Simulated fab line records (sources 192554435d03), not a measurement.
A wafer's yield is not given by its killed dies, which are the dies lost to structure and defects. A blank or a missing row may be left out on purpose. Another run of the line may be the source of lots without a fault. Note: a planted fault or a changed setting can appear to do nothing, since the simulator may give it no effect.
Chamber matching + flow n5_finfet + rie_diel-06 running N5_BEOL_M6_ETCH_61: 4 sister chambers
The step etches SiARC in CF4, target depth 45.5 nm, time 75.8 s. 16 wafers are shown with their chamber, then 8 later ones without.

== WAFERS WITH THEIR CHAMBER ==
| wafer  | chamber | drypump_motor_current_A (A) | showerhead_plenum_p_Torr (Torr) | throttle_valve_pct (%) |
|--------|---------|-----------------------------|---------------------------------|------------------------|
| L074.2 | 1       | 4.8                         | 2.07                            | 15.62                  |
| L074.3 | 0       | 5.2                         | 2.10                            | 15.60                  |
| L074.4 | 3       | 6.7                         | 2.10                            | 15.52                  |
| L078.3 | 2       | 5.4                         | 2.03                            | 15.90                  |
| L078.5 | 0       | 5.2                         | 2.10                            | 15.62                  |
| L078.6 | 1       | 4.9                         | 2.07                            | 15.65                  |
| L081.1 | 0       | 5.1                         | 2.10                            | 15.64                  |
| L081.2 | 3       | 6.7                         | 2.09                            | 15.54                  |
| L081.3 | 2       | 5.4                         | 2.03                            | 15.90                  |
| L088.2 | 3       | 6.7                         | 2.09                            | 15.56                  |
| L088.5 | 3       | 6.7                         | 2.09                            | 15.54                  |
| L088.6 | 0       | 5.2                         | 2.09                            | 15.66                  |
| L089.2 | 3       | 6.7                         | 2.09                            | 15.57                  |
| L089.3 | 0       | 5.1                         | 2.09                            | 15.67                  |
| L089.6 | 3       | 6.7                         | 2.09                            | 15.56                  |
| L090.1 | 0       | 5.2                         | 2.09                            | 15.69                  |

SIGNATURES (means of the wafers above)
| reading                  | chamber 0 | chamber 1 | chamber 2 | chamber 3 | scatter within a chamber |
|--------------------------|-----------|-----------|-----------|-----------|--------------------------|
| drypump_motor_current_A  | 5.167     | 4.850     | 5.400     | 6.700     | 0.0391                   |
| showerhead_plenum_p_Torr | 2.0950    | 2.0700    | 2.0300    | 2.0917    | 0.00441                  |
| throttle_valve_pct       | 15.6467   | 15.6350   | 15.9000   | 15.5483   | 0.0253                   |
Rule: for each reading, subtract the chamber's mean from the wafer's reading, divide by that reading's scatter and square the result; add these up over the readings and take the root, which gives the wafer's distance from the chamber. If the next closest chamber is less than 2 further off than the closest, the wafer can't be placed; otherwise it belongs to the closest. How the scatter is found: for the shown wafers, subtract from each reading the mean of its chamber, square and add these, divide the total by (wafers less chambers), then take the root.

== WAFERS WITH NO CHAMBER GIVEN ==
| wafer  | drypump_motor_current_A (A) | showerhead_plenum_p_Torr (Torr) | throttle_valve_pct (%) |
|--------|-----------------------------|---------------------------------|------------------------|
| L090.2 | 6.7                         | 2.09                            | 15.58                  |
| L090.3 | 4.8                         | 2.06                            | 15.68                  |
| L095.2 | 5.3                         | 2.28                            | 15.44                  |
| L095.3 | 6.7                         | 2.08                            | 15.61                  |
| L095.5 | 5.2                         | 2.09                            | 15.70                  |
| L094.1 | 5.2                         | 2.09                            | 15.72                  |
| L094.2 | 6.7                         | 2.08                            | 15.61                  |
| L094.5 | 6.7                         | 2.08                            | 15.59                  |

== THE CHAMBER EACH PASSED THROUGH ==
| wafer  | from the rows above | in truth                   |
|--------|---------------------|----------------------------|
| L090.2 | 3                   | 3                          |
| L090.3 | 1                   | 1                          |
| L095.2 | 0                   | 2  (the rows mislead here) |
| L095.3 | 3                   | 3                          |
| L095.5 | 0                   | 0                          |
| L094.1 | 0                   | 0                          |
| L094.2 | 3                   | 3                          |
| L094.5 | 3                   | 3                          |
7 of 8 placed correctly. Number that these rows cannot place: 0. Placed wrongly: 1.
